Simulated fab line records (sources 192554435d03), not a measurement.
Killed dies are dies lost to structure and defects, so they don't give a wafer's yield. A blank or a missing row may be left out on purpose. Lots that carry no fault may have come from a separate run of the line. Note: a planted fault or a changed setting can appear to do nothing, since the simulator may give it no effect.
fab line records -- flow n5-finfet -- part 1 of 2: steps 1 to 4 of 6
[record] lots = 24, wafers = 72, last-day = 17
route steps=1938 shown MOL_CONTACT_COAG@526
lots untouched by any fault: they come from a run of this same line in which no faults occurred
start-h: hours from the record's opening day to when the first of the lot's shown wafers began -- wait-h: hours since the lot's step before -- " the same as in the row above -- L1.1+2: several wafers, shown together as one row -- - no value present, or no start provided -- * or withheld: withheld -- < > ~ a bound
route shown NAME@n: names a module that has steps shown in the file, with the first one's number in the route -- usual: mean and standard deviation over wafers with no fault -- same: alike in all rows -- chamber/n: place in a boat -- sites: per-site readings -- _std_site: the values' standard deviation -- _edge_site: the outer-site mean with the inner-site mean subtracted -- radius-mm: how far each site lies from the wafer's centre -- mask NAME#n: copy n -- behind: the tool/chamber that last shaped the wafer -- hold: why the lot was held/for how many hours/how that ended -- device: transistor that didn't switch, given as n, p or np -- end of line: tests of these same wafers at the route's end -- a step without rows: its recipe alone -- killed: at the first sort, the dies lost to defects and structure; wafer yield is something else -- map: dies across one wafer; x = killed, . = not, _ = none there
set.NAME: the setting as run; set.NAME@STEP: as run at that earlier step -- model.NAME: the simulator's own value behind a step, which no gauge read
a sample of lots followed through the steps of the route, with each step as a table and each wafer as a row
services: when a tool's chamber went out of use (start-h, in hours from the record's first day, below 0 if earlier), for how many hours, and the reason
[[steps]]
[step N5_MOL_CONTACT_COAG_CD_MEAS_08]
[recipe] target-cd-nm = 28, landing-energy-ev = 500, detector = se-inlens, polarity = opening
[usual] cd-nm = 27.94/0.24
lot.wafer,tool,chamber,start-h,wait-h,cd-nm
L074.4,cd-sem-01,0,93.25,-,28.00
L074.5,cd-sem-01,0,93.25,-,27.77
L074.6,cd-sem-01,0,93.25,-,27.73
L075.2,cd-sem-02,0,97.50,-,28.02
L075.3,cd-sem-02,0,97.50,-,27.74
L075.4,cd-sem-02,0,97.50,-,27.76
L076.1,cd-sem-02,0,102.60,-,27.95
L076.3,cd-sem-02,0,102.60,-,27.77
L076.4,cd-sem-02,0,102.60,-,28.31
L077.2,cd-sem-03,0,107.02,-,27.27
L077.4,cd-sem-03,0,107.02,-,27.82
L077.5,cd-sem-03,0,107.02,-,28.03
L078.1,cd-sem-03,0,116.33,-,27.89
L078.2,cd-sem-03,0,116.33,-,28.29
L078.4,cd-sem-03,0,116.33,-,27.44
L079.2,cd-sem-01,0,118.06,-,27.84
L079.3,cd-sem-01,0,118.06,-,28.10
L079.5,cd-sem-01,0,118.06,-,27.94
L080.1,cd-sem-03,0,128.35,-,27.52
L080.5,cd-sem-03,0,128.35,-,27.61
L080.6,cd-sem-03,0,128.35,-,27.88
L081.2,cd-sem-03,0,132.09,-,27.85
L081.3,cd-sem-03,0,132.09,-,27.87
L081.5,cd-sem-03,0,132.09,-,27.76
L082.1,cd-sem-02,0,141.19,-,27.73
L082.4,cd-sem-02,0,141.19,-,27.87
L082.6,cd-sem-02,0,141.19,-,27.92
L083.1,cd-sem-02,0,150.22,-,28.12
L083.2,cd-sem-02,0,150.22,-,27.69
L083.5,cd-sem-02,0,150.22,-,27.82
L084.1,cd-sem-01,0,153.89,-,27.80
L084.2,cd-sem-01,0,153.89,-,28.08
L084.4,cd-sem-01,0,153.89,-,28.03
L085.2,cd-sem-01,0,160.38,-,28.09
L085.5,cd-sem-01,0,160.38,-,27.85
L085.6,cd-sem-01,0,160.38,-,27.89
L086.1,cd-sem-01,0,166.68,-,27.78
L086.3,cd-sem-01,0,166.68,-,28.09
L086.4,cd-sem-01,0,166.68,-,27.62
L087.3,cd-sem-03,0,167.44,-,27.97
L087.4,cd-sem-03,0,167.44,-,27.91
L087.6,cd-sem-03,0,167.44,-,27.99
L088.3,cd-sem-02,0,175.60,-,27.63
L088.5,cd-sem-02,0,175.60,-,28.07
L088.6,cd-sem-02,0,175.60,-,27.87
L089.4,cd-sem-03,0,183.65,-,28.37
L089.5,cd-sem-03,0,183.65,-,27.70
L089.6,cd-sem-03,0,183.65,-,28.04
L090.3,cd-sem-01,0,186.35,-,28.23
L090.5,cd-sem-01,0,186.35,-,27.91
L090.6,cd-sem-01,0,186.35,-,28.16
L091.1,cd-sem-01,0,193.23,-,27.83
L091.4,cd-sem-01,0,193.23,-,28.50
L091.5,cd-sem-01,0,193.23,-,28.16
L092.1,cd-sem-01,0,198.64,-,28.12
L092.3,cd-sem-01,0,198.64,-,28.10
L092.6,cd-sem-01,0,198.64,-,28.03
L093.2,cd-sem-01,0,206.63,-,28.03
L093.4,cd-sem-01,0,206.63,-,28.40
L093.6,cd-sem-01,0,206.63,-,28.59
L094.1,cd-sem-01,0,207.13,-,27.96
L094.2,cd-sem-01,0,207.13,-,28.00
L094.6,cd-sem-01,0,207.13,-,28.40
L095.1,cd-sem-02,0,214.57,-,28.23
L095.5,cd-sem-02,0,214.57,-,28.07
L095.6,cd-sem-02,0,214.57,-,28.12
L096.1,cd-sem-01,0,220.51,-,28.16
L096.2,cd-sem-01,0,220.51,-,28.02
L096.6,cd-sem-01,0,220.51,-,27.83
L097.1,cd-sem-02,0,225.98,-,27.95
L097.3,cd-sem-02,0,225.98,-,27.65
L097.5,cd-sem-02,0,225.98,-,27.78
[step N5_MOL_CONTACT_COAG_ETCH_105]
[recipe] chemistry = CF4, target = SiARC, target-depth-a = 156, mask-material = CAR-EUV, time-s = 26, ion-energy-ev = 80, pressure-mtorr = 40, source-w = 545, bias-w = 36, Ar_flow_sccm = 100, cf4-flow-sccm = 100, ends = cleared
[usual] drypump-motor-current-A = 5.6/0.52, etch-rf-on-time-s = 25.8/0.4, oes-product-au = 0.71/0.058, rf-vpp-V = 184.3/1.2, showerhead-plenum-p-Torr = 2.16/0.077, throttle-valve-pct = 15.55/0.19
lot.wafer,tool,chamber,start-h,wait-h,drypump-motor-current-A,etch-rf-on-time-s,oes-product-au,rf-hours-counter-h,rf-vpp-V,showerhead-plenum-p-Torr,throttle-valve-pct
L074.4,rie-diel-01,0,93.42,0.0,6.1,25.1,0.65,190,182.8,2.06,15.86
L074.5,rie-diel-01,3,93.42,0.0,5.7,26.2,0.81,-,184.3,2.09,15.49
L074.6,rie-diel-01,0,93.42,0.0,6.1,25.0,0.64,-,183.4,2.06,15.85
L075.2,rie-diel-06,2,97.69,0.0,5.4,25.7,0.79,14,185.9,2.26,15.52
L075.3,rie-diel-06,0,97.69,0.0,5.3,26.0,0.82,1,185.6,2.27,15.44
L075.4,rie-diel-06,3,97.69,0.0,5.2,25.8,0.76,33,186.2,2.25,15.43
L076.1,rie-diel-01,2,102.78,0.0,6.3,25.6,0.62,227,184.7,2.11,15.78
L076.3,rie-diel-01,1,102.78,0.0,5.3,25.9,0.62,182,183.1,2.14,15.77
L076.4,rie-diel-01,0,102.78,0.0,6.1,25.3,0.64,193,183.7,2.06,15.86
L077.2,rie-diel-02,0,107.86,0.0,5.9,25.7,0.78,15,184.5,2.19,15.25
L077.4,rie-diel-02,2,107.86,0.0,5.8,25.7,0.72,52,185.3,2.25,15.33
L077.5,rie-diel-02,3,107.86,0.0,4.7,25.9,0.74,-,183.6,2.09,15.63
L078.1,rie-diel-01,1,116.70,0.0,5.3,26.1,0.61,189,183.6,2.14,15.78
L078.2,rie-diel-01,0,116.70,0.0,6.1,25.3,0.64,199,184.3,2.05,15.88
L078.4,rie-diel-01,3,116.70,0.0,5.7,26.1,0.77,11,181.8,2.09,15.49
L079.2,rie-diel-02,1,119.10,0.0,5.6,24.9,0.76,39,183.7,2.18,15.33
L079.3,rie-diel-02,2,119.10,0.0,5.7,25.6,0.72,58,185.0,2.25,15.35
L079.5,rie-diel-02,3,119.10,0.0,4.7,25.9,0.73,-,183.5,2.09,15.64
L080.1,rie-diel-01,1,129.76,0.0,5.3,25.9,0.61,196,184.5,2.13,15.78
L080.5,rie-diel-01,0,129.76,0.0,6.1,25.1,0.63,-,182.8,2.05,15.87
L080.6,rie-diel-01,3,129.76,0.0,5.7,26.3,0.76,-,184.4,2.09,15.50
L081.2,rie-diel-02,2,133.57,0.0,5.7,25.8,0.71,65,187.5,2.25,15.36
L081.3,rie-diel-02,0,133.57,0.0,5.9,26.0,0.75,27,183.9,2.19,15.27
L081.5,rie-diel-02,2,133.57,0.0,5.7,25.8,0.72,-,184.7,2.25,15.36
L082.1,rie-diel-06,2,141.37,0.0,5.4,25.8,0.79,20,185.0,2.26,15.53
L082.4,rie-diel-06,1,141.37,0.0,6.7,26.4,0.69,95,184.0,2.07,15.62
L082.6,rie-diel-06,3,141.37,0.0,5.2,25.4,0.76,-,185.3,2.25,15.42
L083.1,rie-diel-02,3,150.46,0.0,4.7,25.9,0.72,63,184.0,2.08,15.68
L083.2,rie-diel-02,2,150.46,0.0,5.8,25.6,0.71,71,184.8,2.24,15.39
L083.5,rie-diel-02,3,150.46,0.0,4.7,26.3,0.72,-,183.4,2.08,15.68
L084.1,rie-diel-06,2,154.07,0.0,5.4,25.5,0.77,26,185.7,2.26,15.54
L084.2,rie-diel-06,0,154.07,0.0,5.3,25.4,0.80,11,186.1,2.27,15.44
L084.4,rie-diel-06,3,154.07,0.0,5.2,25.4,0.76,43,186.9,2.25,15.43
L085.2,rie-diel-02,2,160.68,0.0,5.7,25.8,0.71,76,184.8,2.24,15.39
L085.5,rie-diel-02,0,160.68,0.0,5.8,25.9,0.75,-,184.6,2.19,15.29
L085.6,rie-diel-02,3,160.68,0.0,4.7,26.0,0.72,-,184.0,2.08,15.69
L086.1,rie-diel-02,0,166.89,0.0,5.8,25.7,0.73,37,183.9,2.19,15.27
L086.3,rie-diel-02,1,166.89,0.0,5.6,25.3,0.72,59,184.4,2.18,15.36
L086.4,rie-diel-02,3,166.89,0.0,4.7,25.9,0.71,69,182.8,2.08,15.69
L087.3,rie-diel-01,1,167.79,0.0,5.3,26.3,0.59,213,183.9,2.13,15.81
L087.4,rie-diel-01,1,167.79,0.0,5.3,26.0,0.60,-,184.1,2.13,15.83
L087.6,rie-diel-01,0,167.79,0.0,6.1,25.4,0.63,-,183.2,2.05,15.91
L088.3,rie-diel-06,3,175.98,0.0,5.2,25.6,0.74,51,186.5,2.25,15.46
L088.5,rie-diel-06,0,175.98,0.0,5.3,26.1,0.77,-,184.4,2.27,15.45
L088.6,rie-diel-06,1,175.98,0.0,6.7,26.6,0.68,-,183.2,2.06,15.62
L089.4,rie-diel-01,3,183.82,0.0,5.7,26.3,0.72,43,182.3,2.08,15.55
L089.5,rie-diel-01,0,183.82,0.0,6.1,25.6,0.61,-,183.2,2.04,15.93
L089.6,rie-diel-01,1,183.82,0.0,5.3,26.3,0.59,-,183.9,2.13,15.83
L090.3,rie-diel-01,0,186.52,0.0,6.1,25.6,0.61,232,182.5,2.04,15.95
L090.5,rie-diel-01,2,186.52,0.0,6.4,26.0,0.81,-,183.2,2.10,15.36
L090.6,rie-diel-01,1,186.52,0.0,5.3,26.3,0.59,-,184.3,2.13,15.84
L091.1,rie-diel-02,3,193.40,0.0,4.7,26.5,0.69,78,184.5,2.08,15.70
L091.4,rie-diel-02,2,193.40,0.0,5.7,25.9,0.69,87,184.2,2.24,15.42
L091.5,rie-diel-02,3,193.40,0.0,4.7,26.1,0.70,-,183.4,2.08,15.70
L092.1,rie-diel-06,0,199.04,0.0,5.3,25.7,0.75,27,185.3,2.26,15.47
L092.3,rie-diel-06,3,199.04,0.0,5.1,25.3,0.73,60,185.3,2.24,15.49
L092.6,rie-diel-06,1,199.04,0.0,6.7,26.2,0.67,-,182.6,2.06,15.68
L093.2,rie-diel-02,3,206.80,0.0,4.8,25.8,0.70,84,183.5,2.07,15.71
L093.4,rie-diel-02,1,206.80,0.0,5.6,25.2,0.71,73,185.6,2.17,15.39
L093.6,rie-diel-02,0,206.80,0.0,5.8,25.5,0.72,-,185.9,2.18,15.32
L094.1,rie-diel-02,3,207.32,0.0,4.7,26.1,0.70,84,182.4,2.07,15.72
L094.2,rie-diel-02,1,207.32,0.0,5.6,25.5,0.71,73,184.7,2.17,15.41
L094.6,rie-diel-02,2,207.32,0.0,5.7,25.9,0.69,-,186.1,2.24,15.42
L095.1,rie-diel-02,3,214.77,0.0,4.7,26.0,0.69,87,182.9,2.07,15.75
L095.5,rie-diel-02,0,214.77,0.0,5.8,25.7,0.72,-,186.0,2.18,15.33
L095.6,rie-diel-02,3,214.77,0.0,4.8,26.0,0.69,-,184.2,2.07,15.72
L096.1,rie-diel-06,2,220.69,0.0,5.4,25.4,0.74,49,185.6,2.25,15.60
L096.2,rie-diel-06,1,220.69,0.0,6.7,26.2,0.66,123,183.7,2.06,15.67
L096.6,rie-diel-06,1,220.69,0.0,6.7,26.5,0.67,-,182.9,2.06,15.67
L097.1,rie-diel-06,2,226.54,0.0,5.4,25.2,0.76,51,184.7,2.25,15.60
L097.3,rie-diel-06,3,226.54,0.0,5.1,25.5,0.72,68,184.5,2.24,15.51
L097.5,rie-diel-06,0,226.54,0.0,5.3,25.6,0.75,-,184.7,2.26,15.49
[step N5_MOL_CONTACT_COAG_CONTACT_ETCH_14]
[recipe] chemistry = C4F6/O2, target = SiO2, target-depth-a = 275, overetch-a = 85, mask-material = SOC, pressure-mtorr = 30, source-w = 370, bias-w = 185, Ar_flow_sccm = 300, C4F6_flow_sccm = 16, O2_flow_sccm = 10, time-s = 20, ion-energy-ev = 259.6
[usual] drypump-motor-current-A = 5.6/0.52, oes-product-au = 0.71/0.058, rf-vpp-V = 694/3.6, showerhead-plenum-p-Torr = 2.90/0.11, throttle-valve-pct = 21.20/0.16
lot.wafer,tool,chamber,start-h,wait-h,drypump-motor-current-A,oes-product-au,rf-hours-counter-h,rf-vpp-V,showerhead-plenum-p-Torr,throttle-valve-pct
L074.4,rie-diel-01,0,93.55,0.0,6.1,0.63,190,688,2.76,21.48
L074.5,rie-diel-01,3,93.55,0.0,5.7,0.81,-,690,2.82,21.16
L074.6,rie-diel-01,0,93.55,0.0,6.1,0.63,-,689,2.76,21.46
L075.2,rie-diel-06,2,97.81,0.0,5.4,0.79,15,698,3.06,21.33
L075.3,rie-diel-06,0,97.81,0.0,5.3,0.82,1,698,3.06,21.17
L075.4,rie-diel-06,3,97.81,0.0,5.1,0.75,33,699,3.03,21.13
L076.1,rie-diel-01,2,102.91,0.0,6.4,0.61,227,692,2.83,21.29
L076.3,rie-diel-01,1,102.91,0.0,5.3,0.62,182,693,2.86,21.30
L076.4,rie-diel-01,0,102.91,0.0,6.1,0.63,193,690,2.76,21.48
L077.2,rie-diel-02,0,107.99,0.0,5.8,0.77,15,695,2.95,20.98
L077.4,rie-diel-02,2,107.99,0.0,5.8,0.73,52,697,3.03,21.03
L077.5,rie-diel-02,3,107.99,0.0,4.7,0.74,-,691,2.80,21.25
L078.1,rie-diel-01,1,116.82,0.0,5.3,0.61,189,694,2.86,21.32
L078.2,rie-diel-01,0,116.82,0.0,6.1,0.63,199,688,2.75,21.49
L078.4,rie-diel-01,3,116.82,0.0,5.7,0.79,11,693,2.81,21.17
L079.2,rie-diel-02,1,119.23,0.0,5.6,0.74,39,693,2.91,20.89
L079.3,rie-diel-02,2,119.23,0.0,5.8,0.71,58,698,3.03,21.07
L079.5,rie-diel-02,3,119.23,0.0,4.8,0.73,-,690,2.79,21.25
L080.1,rie-diel-01,1,129.89,0.0,5.3,0.60,196,693,2.86,21.33
L080.5,rie-diel-01,0,129.89,0.0,6.1,0.62,-,688,2.75,21.51
L080.6,rie-diel-01,3,129.89,0.0,5.7,0.76,-,692,2.81,21.17
L081.2,rie-diel-02,2,133.70,0.0,5.7,0.71,66,697,3.03,21.07
L081.3,rie-diel-02,0,133.70,0.0,5.8,0.75,27,695,2.95,20.99
L081.5,rie-diel-02,2,133.70,0.0,5.7,0.70,-,698,3.03,21.07
L082.1,rie-diel-06,2,141.50,0.0,5.5,0.77,20,698,3.06,21.33
L082.4,rie-diel-06,1,141.50,0.0,6.6,0.69,95,690,2.77,21.23
L082.6,rie-diel-06,3,141.50,0.0,5.1,0.75,-,699,3.03,21.13
L083.1,rie-diel-02,3,150.59,0.0,4.8,0.71,63,692,2.79,21.27
L083.2,rie-diel-02,2,150.59,0.0,5.8,0.70,72,698,3.02,21.07
L083.5,rie-diel-02,3,150.59,0.0,4.8,0.71,-,691,2.79,21.28
L084.1,rie-diel-06,2,154.20,0.0,5.4,0.76,26,700,3.06,21.34
L084.2,rie-diel-06,0,154.20,0.0,5.3,0.78,11,698,3.05,21.19
L084.4,rie-diel-06,3,154.20,0.0,5.2,0.74,43,698,3.02,21.15
L085.2,rie-diel-02,2,160.80,0.0,5.8,0.70,76,698,3.02,21.09
L085.5,rie-diel-02,0,160.80,0.0,5.8,0.74,-,694,2.95,21.01
L085.6,rie-diel-02,3,160.80,0.0,4.7,0.71,-,689,2.79,21.28
L086.1,rie-diel-02,0,167.02,0.0,5.8,0.74,37,693,2.94,21.02
L086.3,rie-diel-02,1,167.02,0.0,5.6,0.72,59,694,2.90,20.92
L086.4,rie-diel-02,3,167.02,0.0,4.7,0.70,70,691,2.79,21.29
L087.3,rie-diel-01,1,167.92,0.0,5.3,0.59,213,692,2.85,21.35
L087.4,rie-diel-01,1,167.92,0.0,5.3,0.60,-,692,2.85,21.35
L087.6,rie-diel-01,0,167.92,0.0,6.1,0.61,-,689,2.74,21.53
L088.3,rie-diel-06,3,176.11,0.0,5.1,0.73,51,699,3.02,21.15
L088.5,rie-diel-06,0,176.11,0.0,5.3,0.76,-,697,3.05,21.20
L088.6,rie-diel-06,1,176.11,0.0,6.7,0.69,-,689,2.77,21.27
L089.4,rie-diel-01,3,183.95,0.0,5.8,0.72,43,690,2.80,21.20
L089.5,rie-diel-01,0,183.95,0.0,6.1,0.61,-,688,2.74,21.53
L089.6,rie-diel-01,1,183.95,0.0,5.3,0.59,-,692,2.85,21.37
L090.3,rie-diel-01,0,186.65,0.0,6.1,0.60,232,689,2.74,21.54
L090.5,rie-diel-01,2,186.65,0.0,6.4,0.81,-,691,2.82,21.04
L090.6,rie-diel-01,1,186.65,0.0,5.3,0.59,-,691,2.85,21.37
L091.1,rie-diel-02,3,193.53,0.0,4.7,0.70,78,689,2.78,21.31
L091.4,rie-diel-02,2,193.53,0.0,5.7,0.68,87,697,3.02,21.09
L091.5,rie-diel-02,3,193.53,0.0,4.7,0.69,-,689,2.78,21.29
L092.1,rie-diel-06,0,199.17,0.0,5.3,0.75,27,700,3.05,21.23
L092.3,rie-diel-06,3,199.17,0.0,5.2,0.72,60,697,3.02,21.16
L092.6,rie-diel-06,1,199.17,0.0,6.6,0.68,-,688,2.76,21.26
L093.2,rie-diel-02,3,206.93,0.0,4.7,0.70,84,690,2.78,21.30
L093.4,rie-diel-02,1,206.93,0.0,5.6,0.71,73,694,2.89,20.94
L093.6,rie-diel-02,0,206.93,0.0,5.8,0.71,-,693,2.94,21.05
L094.1,rie-diel-02,3,207.45,0.0,4.7,0.70,84,689,2.78,21.31
L094.2,rie-diel-02,1,207.45,0.0,5.6,0.70,73,693,2.89,20.94
L094.6,rie-diel-02,2,207.45,0.0,5.8,0.69,-,696,3.02,21.10
L095.1,rie-diel-02,3,214.90,0.0,4.8,0.69,87,690,2.78,21.30
L095.5,rie-diel-02,0,214.90,0.0,5.8,0.71,-,694,2.94,21.04
L095.6,rie-diel-02,3,214.90,0.0,4.8,0.69,-,691,2.78,21.31
L096.1,rie-diel-06,2,220.81,0.0,5.5,0.73,49,699,3.05,21.38
L096.2,rie-diel-06,1,220.81,0.0,6.7,0.67,123,689,2.76,21.27
L096.6,rie-diel-06,1,220.81,0.0,6.7,0.67,-,689,2.76,21.26
L097.1,rie-diel-06,2,226.67,0.0,5.4,0.73,51,698,3.04,21.39
L097.3,rie-diel-06,3,226.67,0.0,5.2,0.72,68,698,3.01,21.19
L097.5,rie-diel-06,0,226.67,0.0,5.3,0.74,-,698,3.04,21.23
[step N5_MOL_CONTACT_COAG_ALD_20]
[recipe] material = TiN, target-thk-a = 15, temp-c = 400, ald-precursor-family = TiCl4, ald-co-reactant = NH3, pulse-time-s = 1, purge-time-s = 3, co-reactant-purge-time-s = 2, co-reactant-pulse-time-s = 2, ald-cycles = 68, pressure-torr = 3
[usual] heater-power-w = 914/63, precursor-pulse-height-rel = 0.998/0.021
[same] co-reactant-pulse-time-s = 2, pulse-time-s = 1
lot.wafer,tool,chamber,start-h,wait-h,heater-power-w,precursor-pulse-height-rel
L074.4,ald-metal-01,1,94.35,0.1,806,0.988
L074.5,ald-metal-01,0,94.35,0.1,842,0.990
L074.6,ald-metal-01,3,94.35,0.1,888,1.013
L075.2,ald-metal-04,2,98.89,0.1,1074,0.992
L075.3,ald-metal-04,3,98.89,0.1,858,1.036
L075.4,ald-metal-04,0,98.89,0.1,1052,0.997
L076.1,ald-metal-02,1,104.72,0.1,940,0.985
L076.3,ald-metal-02,0,104.72,0.1,930,1.034
L076.4,ald-metal-02,2,104.72,0.1,916,1.001
L077.2,ald-metal-02,0,109.55,0.1,933,1.003
L077.4,ald-metal-02,3,109.55,0.1,892,0.992
L077.5,ald-metal-02,2,109.55,0.1,954,0.979
L078.1,ald-metal-02,3,117.74,0.1,916,0.997
L078.2,ald-metal-02,1,117.74,0.1,963,1.040
L078.4,ald-metal-02,0,117.74,0.1,905,1.017
L079.2,ald-metal-02,1,120.07,0.1,948,0.994
L079.3,ald-metal-02,0,120.07,0.1,928,0.984
L079.5,ald-metal-02,1,120.07,0.1,938,1.003
L080.1,ald-metal-04,1,131.40,0.1,789,0.969
L080.5,ald-metal-04,1,131.40,0.1,795,0.983
L080.6,ald-metal-04,0,131.40,0.1,1062,1.006
L081.2,ald-metal-02,3,134.78,0.1,895,1.012
L081.3,ald-metal-02,2,134.78,0.1,955,0.991
L081.5,ald-metal-02,3,134.78,0.1,885,1.031
L082.1,ald-metal-01,1,142.32,0.1,795,1.015
L082.4,ald-metal-01,3,142.32,0.1,908,0.993
L082.6,ald-metal-01,0,142.32,0.1,852,1.009
L083.1,ald-metal-02,1,151.58,0.1,954,0.985
L083.2,ald-metal-02,3,151.58,0.1,909,1.008
L083.5,ald-metal-02,2,151.58,0.1,944,1.004
L084.1,ald-metal-01,2,155.16,0.1,960,1.017
L084.2,ald-metal-01,0,155.16,0.1,827,1.020
L084.4,ald-metal-01,1,155.16,0.1,814,1.018
L085.2,ald-metal-02,0,161.61,0.1,922,0.981
L085.5,ald-metal-02,3,161.61,0.1,889,0.984
L085.6,ald-metal-02,2,161.61,0.1,941,1.000
L086.1,ald-metal-01,0,167.95,0.1,829,1.033
L086.3,ald-metal-01,2,167.95,0.1,974,1.002
L086.4,ald-metal-01,3,167.95,0.1,899,1.020
L087.3,ald-metal-02,3,168.91,0.1,880,0.972
L087.4,ald-metal-02,1,168.91,0.1,966,1.032
L087.6,ald-metal-02,0,168.91,0.1,906,1.009
L088.3,ald-metal-01,2,176.91,0.1,952,0.996
L088.5,ald-metal-01,2,176.91,0.1,958,1.015
L088.6,ald-metal-01,3,176.91,0.1,890,0.997
L089.4,ald-metal-02,2,184.83,0.1,956,1.000
L089.5,ald-metal-02,3,184.83,0.1,883,0.980
L089.6,ald-metal-02,0,184.83,0.1,894,0.949
L090.3,ald-metal-01,1,187.71,0.1,815,0.960
L090.5,ald-metal-01,1,187.71,0.1,821,0.993
L090.6,ald-metal-01,0,187.71,0.1,860,1.015
L091.1,ald-metal-04,0,194.72,0.1,1038,1.008
L091.4,ald-metal-04,1,194.72,0.1,783,0.974
L091.5,ald-metal-04,3,194.72,0.1,853,0.998
L092.1,ald-metal-04,1,200.03,0.1,787,1.018
L092.3,ald-metal-04,3,200.03,0.1,859,1.025
L092.6,ald-metal-04,3,200.03,0.1,866,0.984
L093.2,ald-metal-02,3,207.75,0.1,894,0.971
L093.4,ald-metal-02,2,207.75,0.1,938,1.002
L093.6,ald-metal-02,1,207.75,0.1,925,1.003
L094.1,ald-metal-01,1,209.73,0.1,809,0.987
L094.2,ald-metal-01,2,209.73,0.1,975,1.022
L094.6,ald-metal-01,2,209.73,0.1,958,1.024
L095.1,ald-metal-02,2,216.13,0.1,958,1.026
L095.5,ald-metal-02,1,216.13,0.1,944,0.976
L095.6,ald-metal-02,2,216.13,0.1,934,0.969
L096.1,ald-metal-02,3,221.95,0.1,885,1.009
L096.2,ald-metal-02,2,221.95,0.1,949,0.982
L096.6,ald-metal-02,0,221.95,0.1,909,1.015
L097.1,ald-metal-02,1,227.56,0.1,962,1.002
L097.3,ald-metal-02,2,227.56,0.1,955,0.992
L097.5,ald-metal-02,1,227.56,0.1,930,1.003
